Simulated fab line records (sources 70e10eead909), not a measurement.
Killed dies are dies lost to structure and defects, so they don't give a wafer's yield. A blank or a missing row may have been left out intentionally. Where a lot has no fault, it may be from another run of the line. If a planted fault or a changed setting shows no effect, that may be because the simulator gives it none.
fab line records	flow nandHarc
[record] lots = 12	wafers = 36	lastDay = 32
route steps=1302 shown A_STAIRCASE@683
lots with no fault: from the same line, run without faults
startH: start of the lot's first displayed wafer, in hours after the record's first day	waitH: time in hours since the lot's previous step	" the same as in the row above	L1.1+2: several wafers, shown together as one row	- value missing, or start not given	* or withheld: withheld	< > ~ a bound
route shown NAME@n: NAME is a module with steps in the file, n the number in the route of the first one	usual: the fault-free wafers' mean and standard deviation	same: alike in all rows	chamber/n: place in a boat	sites: each site's reading	_std_site: the values' standard deviation	_edge_site: mean of outer sites minus mean of inner sites	radiusMm: for every site, how far away it sits from the centre of the wafer	mask NAME#n: copy n	behind: tool/chamber where the wafer was last shaped	hold: why the lot was held/for how many hours/how that ended	device: names the non-switching transistor (n, p or np)	end of line: the tests these same wafers got at the end of their route	where a step has no rows: the recipe by itself	killed: the dies lost at the first sort to structure and to defects; this is not the yield of the wafer	map: the dies of a wafer, with x for killed, . for not killed, _ for no die there
set.NAME: the setting as run; set.NAME@STEP: as run at that earlier step	model.NAME: the simulator's own value behind a step, which no gauge read
one table for each step of the route and one row for each wafer, over a sample of lots
services: when a tool's chamber went out of use (startH, in hours from the record's first day, below 0 if earlier), for how many hours, and the reason
[[steps]]
[step NHARC_A_STAIRCASE_TRIM_26]
[recipe] timeS = 211.2	o2FlowSccm = 500	arFlowSccm = 0	biasW = 0	chemistry = O2
[usual] drypumpMotorCurrentA = 6.0/0.47	mfcArSccm = 0.003/0.0049	oesProductAu = 0.999/0.0081	rfVppV = 57.8/0.93	showerheadPlenumPTorr = 3.53/0.15	throttleValvePct = 17.036/0.01
lot.wafer	tool	chamber	startH	waitH	drypumpMotorCurrentA	mfcArSccm	oesProductAu	rfHoursCounterH	rfVppV	showerheadPlenumPTorr	throttleValvePct
L687.1	rieDiel-03	0	-	-	6.0	0	1.000	24	57.9	3.54	17.046
L687.4	"	2	"	"	5.0	0.008	1.007	24	58.0	3.46	17.018
L687.3	"	3	"	"	6.1	0	1.020	24	57.3	3.51	17.052
L689.1	rieDiel-13	3	-	-	6.6	0	0.994	7	58.0	3.39	17.035
L689.2	"	0	"	"	6.0	0	1.004	11	57.6	3.55	17.034
L689.6	"	2	"	"	6.0	0.013	0.994	-	57.7	3.55	17.038
L691.3	rieDiel-03	2	-	-	5.0	0.008	1.001	35	58.1	3.46	17.033
L691.6	"	1	"	"	5.2	0	1.005	-	57.5	3.79	17.026
L691.5	"	2	"	"	5.0	0.008	0.998	-	59.3	3.46	17.038
L696.4	rieDiel-13	0	-	-	6.0	0	0.995	26	58.9	3.54	17.037
L696.3	"	2	"	"	6.0	0.013	1.005	46	57.8	3.53	17.022
L696.6	"	1	"	"	6.4	0.011	0.996	-	56.6	3.28	17.042
L698.2	rieDiel-13	3	-	-	6.6	0	0.981	44	57.4	3.37	17.043
L698.4	"	1	"	"	6.4	0.011	0.993	28	57.5	3.28	17.038
L698.5	"	3	"	"	6.6	0	0.989	-	57.9	3.37	17.013
L699.2	rieDiel-12	1	-	-	6.2	0	0.991	12	58.7	3.80	17.034
L699.5	"	3	"	"	5.9	0	1.003	-	57.1	3.76	17.038
L699.6	"	0	"	"	6.3	0	0.996	-	58.9	3.41	17.043
L700.4	rieDiel-13	3	-	-	6.6	0	0.988	55	57.6	3.36	17.027
L700.5	"	2	"	"	6.0	0.013	0.991	-	56.5	3.53	17.042
L700.6	"	3	"	"	6.6	0	0.991	-	55.6	3.36	17.026
L703.2	rieDiel-03	2	-	-	5.0	0.008	0.993	8	57.7	3.44	17.041
L703.3	"	3	"	"	6.1	0	1.010	22	57.3	3.48	17.036
L703.5	"	1	"	"	5.2	0	0.997	-	59.3	3.76	17.026
L701.6	rieDiel-03	3	-	-	6.1	0	1.002	-	58.0	3.48	17.053
L701.4	"	0	"	"	6.0	0	1.014	-	57.5	3.51	17.037
L701.5	"	2	"	"	5.0	0.008	0.994	-	55.4	3.44	17.035
L704.3	rieDiel-12	3	-	-	5.9	0	1.004	24	57.7	3.75	17.032
L704.6	"	1	"	"	6.2	0	1.004	-	58.3	3.79	17.035
L704.5	"	2	"	"	6.3	0	1.002	-	59.0	3.46	17.030
L705.1	rieDiel-13	3	-	-	6.6	0	0.987	10	58.4	3.36	17.031
L705.5	"	3	"	"	6.6	0	0.991	-	56.7	3.36	17.041
L705.6	"	0	"	"	6.0	0	1.003	-	58.1	3.53	17.034
L708.2	rieDiel-03	1	-	-	5.2	0	0.997	34	57.8	3.76	17.045
L708.3	"	2	"	"	5.0	0.008	0.996	24	57.2	3.43	17.045
L708.5	"	0	"	"	6.0	0	1.008	-	57.2	3.50	17.025
[step NHARC_A_STAIRCASE_TRIM_193]
[recipe] timeS = 211.2	o2FlowSccm = 500	arFlowSccm = 0	biasW = 0	chemistry = O2
[usual] drypumpMotorCurrentA = 6.1/0.41	mfcArSccm = 0.003/0.0049	oesProductAu = 0.999/0.0068	rfVppV = 57.8/0.86	showerheadPlenumPTorr = 3.52/0.16	throttleValvePct = 17.037/0.0096
lot.wafer	tool	chamber	startH	waitH	drypumpMotorCurrentA	mfcArSccm	oesProductAu	rfHoursCounterH	rfVppV	showerheadPlenumPTorr	throttleValvePct
L687.1	rieDiel-12	3	-	-	5.9	0	0.995	40	57.2	3.78	17.024
L687.3	"	0	"	"	6.2	0	0.999	31	56.9	3.43	17.058
L687.4	"	1	"	"	6.2	0	1.010	39	55.7	3.27	17.029
L689.1	rieDiel-12	2	-	-	6.3	0	1.008	47	57.6	3.49	17.040
L689.2	"	1	"	"	6.3	0	1.006	42	57.5	3.27	17.055
L689.6	"	2	"	"	6.3	0	1.001	-	57.9	3.49	17.041
L691.3	rieDiel-13	3	-	-	6.6	0	0.991	23	57.7	3.38	17.038
L691.5	"	2	"	"	6.0	0.013	1.002	-	57.9	3.54	17.047
L691.6	"	1	"	"	6.4	0.011	1.003	-	57.1	3.29	17.037
L696.4	rieDiel-12	2	-	-	6.3	0	0.999	7	58.4	3.47	17.031
L696.3	"	3	"	"	5.9	0	1.002	5	58.1	3.77	17.038
L696.6	"	3	"	"	5.9	0	1.001	-	57.7	3.77	17.038
L698.4	rieDiel-03	1	-	-	5.2	0	0.999	2	58.2	3.77	17.034
L698.2	"	2	"	"	5.0	0.008	1.000	2	56.9	3.45	17.024
L698.5	"	1	"	"	5.2	0	1.010	-	57.6	3.77	17.031
L699.2	rieDiel-13	3	-	-	6.6	0	0.991	46	56.9	3.37	17.045
L699.5	"	0	"	"	6.0	0	0.996	-	59.2	3.54	17.032
L699.6	"	1	"	"	6.4	0.011	0.998	-	58.6	3.28	17.023
L700.4	rieDiel-03	0	-	-	6.0	0	0.997	12	57.2	3.51	17.022
L700.5	"	3	"	"	6.1	0	0.998	-	57.4	3.49	17.024
L700.6	"	0	"	"	6.0	0	1.013	-	58.3	3.51	17.029
L703.3	rieDiel-13	3	-	-	6.6	0	0.984	57	56.0	3.36	17.036
L703.2	"	0	"	"	6.0	0	1.000	40	58.4	3.53	17.033
L703.5	"	3	"	"	6.6	0	0.982	-	57.7	3.36	17.020
L701.4	rieDiel-12	2	-	-	6.3	0	1.006	25	58.4	3.46	17.041
L701.6	"	1	"	"	6.3	0	0.999	-	57.0	3.79	17.040
L701.5	"	2	"	"	6.3	0	1.005	-	59.3	3.47	17.038
L704.3	rieDiel-03	2	-	-	5.0	0.008	0.993	15	55.7	3.44	17.039
L704.5	"	3	"	"	6.2	0	0.994	-	58.3	3.48	17.044
L704.6	"	0	"	"	6.0	0	0.994	-	58.0	3.51	17.027
L705.1	rieDiel-03	2	-	-	5.0	0.008	1.001	21	58.2	3.44	17.033
L705.6	"	1	"	"	5.2	0	0.997	-	58.1	3.76	17.049
L705.5	"	2	"	"	5.0	0.008	1.006	-	57.3	3.44	17.033
L708.3	rieDiel-13	3	-	-	6.6	0	0.998	15	57.2	3.36	17.034
L708.2	"	0	"	"	6.0	0	1.004	15	57.2	3.52	17.030
L708.5	"	2	"	"	6.0	0.013	1.006	-	58.9	3.52	17.053
[step NHARC_A_STAIRCASE_ETCH_199]
[recipe] targetDepthA = 1000	timeS = 40.5	ionEnergyEv = 400	c4f8FlowSccm = 20	o2FlowSccm = 10	arFlowSccm = withheld	rfW = 600	biasW = 1000	chemistry = C4F8/O2
[usual] oesProductAu = 0.948/0.013	rfVppV = 896/5.7
lot.wafer	tool	chamber	startH	waitH	oesProductAu	rfHoursCounterH	rfVppV
L687.4	rieDiel-12	1	-	-	0.952	40	885
L687.1	"	2	"	"	0.951	44	894
L687.3	"	3	"	"	0.951	40	907
L689.1	rieDiel-12	1	-	-	0.961	42	887
L689.2	"	3	"	"	0.953	43	903
L689.6	"	2	"	"	0.947	-	894
L691.3	rieDiel-03	2	-	-	0.940	37	894
L691.6	"	1	"	"	0.927	-	904
L691.5	"	2	"	"	0.959	-	895
L696.4	rieDiel-03	1	-	-	0.973	1	905
L696.3	"	2	"	"	0.943	1	893
L696.6	"	0	"	"	0.965	-	896
L698.4	rieDiel-03	2	-	-	0.938	2	894
L698.2	"	3	"	"	0.943	2	896
L698.5	"	0	"	"	0.947	-	896
L699.2	rieDiel-13	3	-	-	0.940	46	890
L699.5	"	3	"	"	0.934	-	891
L699.6	"	0	"	"	0.962	-	896
L700.4	rieDiel-13	1	-	-	0.942	37	886
L700.6	"	0	"	"	0.950	-	897
L700.5	"	1	"	"	0.939	-	886
L703.3	rieDiel-12	3	-	-	0.965	20	905
L703.2	"	0	"	"	0.966	20	891
L703.5	"	0	"	"	0.973	-	890
L701.4	rieDiel-12	3	-	-	0.942	24	903
L701.6	"	1	"	"	0.947	-	907
L701.5	"	2	"	"	0.954	-	893
L704.3	rieDiel-03	2	-	-	0.944	15	892
L704.6	"	3	"	"	0.943	-	895
L704.5	"	0	"	"	0.939	-	895
L705.1	rieDiel-13	2	-	-	0.940	10	895
L705.6	"	2	"	"	0.947	-	896
L705.5	"	3	"	"	0.939	-	889
L708.2	rieDiel-13	3	-	-	0.948	16	889
L708.3	"	1	"	"	0.956	11	906
L708.5	"	2	"	"	0.951	-	896
[step NHARC_A_STAIRCASE_STRIP_205]
[recipe] powerW = 1500	tempC = 250	chemistry = O2
[usual] drypumpMotorCurrentA = 5.5/0.38	heaterPowerW = 319/9.8
lot.wafer	tool	chamber	startH	waitH	drypumpMotorCurrentA	heaterPowerW	rfHoursCounterH
L687.1	plasmaAsher-02	1	374.38	0.1	5.1	308	23
L687.4	"	0	"	"	5.5	333	-
L687.3	"	1	"	"	5.1	308	-
L689.2	plasmaAsher-02	1	384.72	0.1	5.1	309	25
L689.1	"	0	"	"	5.4	334	25
L689.6	"	0	"	"	5.5	318	-
L691.3	plasmaAsher-02	0	422.37	0.2	5.4	326	-
L691.6	"	0	"	"	5.4	323	-
L691.5	"	1	"	"	5.1	313	-
L696.3	plasmaAsher-02	1	471.66	0.2	-	-	-
L696.4	"	0	"	"	-	-	-
L696.6	"	1	"	"	-	-	-
L698.2	plasmaAsher-01	0	473.84	0.1	-	-	-
L698.4	"	0	"	"	-	-	-
L698.5	"	0	"	"	-	-	-
L699.2	plasmaAsher-01	1	488.05	0.1	-	-	-
L699.6	"	0	"	"	-	-	-
L699.5	"	1	"	"	-	-	-
L700.4	plasmaAsher-02	0	511.77	0.2	5.5	339	-
L700.5	"	1	"	"	5.1	307	-
L700.6	"	0	"	"	5.5	332	-
L703.2	plasmaAsher-01	1	518.84	0.1	5.4	316	22
L703.3	"	0	"	"	6.2	325	-
L703.5	"	0	"	"	6.1	333	-
L701.4	plasmaAsher-01	0	527.58	0.2	6.1	332	-
L701.6	"	0	"	"	6.1	326	-
L701.5	"	1	"	"	5.4	309	-
L704.3	plasmaAsher-01	1	533.72	0.2	5.4	308	-
L704.5	"	0	"	"	6.2	330	-
L704.6	"	1	"	"	5.4	310	-
L705.1	plasmaAsher-01	1	554.59	0.1	5.4	316	29
L705.6	"	1	"	"	5.4	316	-
L705.5	"	0	"	"	6.1	325	-
L708.2	plasmaAsher-01	0	577.50	0.1	6.1	332	34
L708.3	"	1	"	"	5.4	311	-
L708.5	"	1	"	"	5.3	308	-
[[services]]
tool	chamber	startH	hours	kind
rieDiel-13	0	351.08	-	clean
rieDiel-13	1	351.08	-	clean
rieDiel-13	2	351.08	-	clean
rieDiel-13	3	351.08	-	clean
rieDiel-13	1	358.12	7.6	repair
rieDiel-13	3	361.39	11.8	repair
rieDiel-03	0	363.88	-	clean
rieDiel-03	1	363.88	-	clean
rieDiel-03	2	363.88	-	clean
rieDiel-13	1	377.44	22.5	repair
rieDiel-13	0	393.35	49.3	repair
plasmaAsher-02	-	400.65	1.1	repair
plasmaAsher-01	-	408.28	6.2	repair
plasmaAsher-02	-	426.00	9.0	pm
rieDiel-13	1	441.15	3.3	repair
rieDiel-12	-	446.18	9.0	pm
rieDiel-13	1	448.55	5.9	repair
rieDiel-03	-	458.33	9.0	pm
rieDiel-12	-	488.80	1.9	repair
plasmaAsher-02	-	498.03	0.9	repair
rieDiel-12	2	505.50	4.2	repair
rieDiel-13	-	519.08	9.0	pm
rieDiel-03	1	519.91	10.9	repair
rieDiel-03	3	561.84	2.6	repair
[[key]]
[firstSign] step = NHARC_A_STAIRCASE_STRIP_205	reading = toolRecord	direction = missing
effect none on later readings
metAt NHARC_A_STAIRCASE_STRIP_205
struckLots L696,L698,L699
testerLeftOut L696,L698,L699
notActingAt NHARC_A_STAIRCASE_TRIM_26,NHARC_A_STAIRCASE_TRIM_193,NHARC_A_STAIRCASE_ETCH_199
onsetBetween 422.37 471.66
[fault] kind = skippedStepWhole	tool = plasmaAsher-01,plasmaAsher-02	chamber = -	onsetH = 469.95	steps = NHARC_A_STAIRCASE_STRIP_205	scope = struckLotsOnly
// testerLeftOut: of these lots the tester's yield and bins aren't shown, on N5 and GAA mostly nor the transistor test; their killed dies are dies lost to structure and defects alone, not to doping, threshold or leakage, so they don't give the yield
